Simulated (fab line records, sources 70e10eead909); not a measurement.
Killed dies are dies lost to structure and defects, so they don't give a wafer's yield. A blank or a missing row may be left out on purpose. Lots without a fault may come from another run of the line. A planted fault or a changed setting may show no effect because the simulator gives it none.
Chamber matching | flow nand_harc | NHARC_P_STI_CMP_21 on cmp-03: 4 sister chambers
The step polishes, t overpolish 20 s, target thk 380.67 nm. 4 wafers are shown with their chamber, then 7 later ones without.

WAFERS WITH THEIR CHAMBER
wafer  | chamber | motor_current_A (A)
L113.1 | 3       | 10.1
L113.4 | 2       | 11.4
L117.2 | 0       | 10.3
L117.3 | 1       | 12.3

WAFERS WITHOUT THEIR CHAMBER
wafer  | motor_current_A (A)
L117.6 | 12.5
L118.3 | 12.0
L118.4 | 9.7
L118.5 | 9.5
L119.3 | 10.0
L119.4 | 11.7
L119.6 | 12.4

WHICH CHAMBER EACH WENT THROUGH
wafer  | from the rows above     | in truth
L117.6 | 1                       | 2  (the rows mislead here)
L118.3 | can't be placed: 1 or 2 | 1
L118.4 | can't be placed: 3 or 0 | 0
L118.5 | can't be placed: 3 or 0 | 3
L119.3 | can't be placed: 3 or 0 | 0
L119.4 | can't be placed: 2 or 1 | 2
L119.6 | 1                       | 1
Placed correctly: 1 of 7. Can't be placed from these rows: 5 (the true chamber is among the candidates in 5). Placed wrongly: 1.
How it was worked out, from the rows above alone: a wafer's distance from a chamber is the root of the sum, over the readings, of the square of ((its reading less the chamber's mean) divided by the reading's scatter). The wafer belongs to the nearest chamber; if the next one is less than 2 further off, it can't be placed. A chamber's mean is the mean of its shown wafers. The scatter: with one shown wafer a chamber, the root of the mean of the squares of how far each hidden wafer lies from its nearest shown one.
